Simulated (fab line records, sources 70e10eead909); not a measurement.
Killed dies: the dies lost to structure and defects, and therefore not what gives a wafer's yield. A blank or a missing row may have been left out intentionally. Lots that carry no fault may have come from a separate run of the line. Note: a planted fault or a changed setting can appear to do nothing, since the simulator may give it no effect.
Problem report in the 8D (eight disciplines) form, filled by code || flow nand-harc || the parts of the form that need people (team, actions taken, sign-off) are left out

1. PROBLEM STATEMENT
Mean of killed-at-other at NHARC_END_SORT_01: 60.5 across 2 wafers in 2 lots; on wafers with no fault it is 1.4 (standard deviation 1.5). That is +39 standard deviations from the usual mean.
Seen first at day 30 07:24 on prober-01, wafer L699.4. Wafers with a number at this step in the record: 7, from 3 lots. The rule behind "out" and "out of limits": a value lying over 4 standard deviations away from the usual mean. All remaining wafers that have a number are taken as sound.

2. WHAT THIS IS AND IS NOT
{"question": "which readings at this step", "is": "killed-at-other", "is not": "killed-at-array, killed-at-periphery, killed-open, killed-short"}
{"question": "which lots", "is": "L699, L705", "is not": "L707"}
{"question": "which wafers of those lots", "is": "L699.4, L705.5", "is not": "L699.1, L699.6, L705.1, L705.3"}
{"question": "read on which gauges", "is": "prober-01", "is not": "prober-02"}
{"question": "when", "is": "from day 30 07:24", "is not": "up to then (1 sound wafer); but 4 sound wafers of L699, L705, L707 came after"}

3. WHAT RULES OUT EACH SUSPECT
Counting: a tool at a process step up to the reading stays a suspect if it ran every lot that is out. Sound lots after the first of them don't rule it out here, since some wafers of a struck lot are sound.
- the gauge at NHARC_END_SORT_01: kept. All the wafers that are out were read on prober-01, and no step on other tools shows them out.
- pvd-sputter-03 at NHARC_A_BONDPAD_PVD_27 (deposits Cu, target thk 30 nm, time 20.49 s): kept. It ran every lot that is out, first L699 (day 29 12:26). Because NHARC_A_BONDPAD_PVD_27 lacks a start for some lots, the hours and order of its lots are taken from NHARC_THIN_TSV_ETCH_44.
- rie-diel-12 at NHARC_THIN_TSV_ETCH_44 (etches the open film in CF4/O2, target depth 1594.2 nm, time 797.1 s): kept. It ran every lot that is out, first L699 (day 29 12:26).
- pvd-sputter-02 at NHARC_THIN_TSV_DEGAS_53 (time 60 s): kept. It ran every lot that is out, first L699 (day 29 16:50).
- rie-diel-12, NHARC_THIN_TSV_ETCH_44: wafers that are out in chamber 2, sound lot-mates in chambers 0, 1, 3.
Left after counting: pvd-sputter-03 at NHARC_A_BONDPAD_PVD_27, rie-diel-12 at NHARC_THIN_TSV_ETCH_44, pvd-sputter-02 at NHARC_THIN_TSV_DEGAS_53, prober-01 at NHARC_END_SORT_01.

4. THE CAUSE (what the simulator had put in)
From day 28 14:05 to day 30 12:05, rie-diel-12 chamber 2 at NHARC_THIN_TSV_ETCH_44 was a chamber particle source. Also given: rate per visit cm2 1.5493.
4 suspects survive the count, and this tool is in that group.

5. THE CHAIN OF EFFECTS, in route order
One row per reading whose mean, taken over the struck wafers that have a number, lies over 3 standard deviations from the usual. Readings are gone through only where the record gives a usual standard deviation; hours: the median, over the lots, of the time from a lot's start at the first step in this table giving one to that lot's start at this step; sigmas: the change measured in usual standard deviations.
{"hours": 0, "step": "NHARC_END_SORT_01", "reading": "defect-limited-yield", "usual": "91.0 %", "on struck wafers": 80.7, "change": -10.3, "sigmas": -3.7}
{"hours": 0, "step": "NHARC_END_SORT_01", "reading": "killed-at-other", "usual": 1.4, "on struck wafers": 60.5, "change": "+59.1", "sigmas": "+39"}
{"hours": 0, "step": "NHARC_END_SORT_01", "reading": "killed-dies", "usual": 61, "on struck wafers": 130, "change": "+70", "sigmas": "+3.7"}

6. HOW IT WOULD HAVE BEEN CAUGHT EARLIER
The first out-of-limits reading at a measuring or inspecting step in this record came at day 30 07:24, 41 hours after the fault's start at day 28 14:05.
Tool readings at NHARC_THIN_TSV_ETCH_44 with a usual standard deviation given in the record: none out on any struck wafer, hence no alarm at a limit of 4 standard deviations on them.
L705, from the lots that are out (2), started NHARC_THIN_TSV_ETCH_44 on rie-diel-12 later than day 30 07:24. Had the tool been put on hold then, it would have been spared.
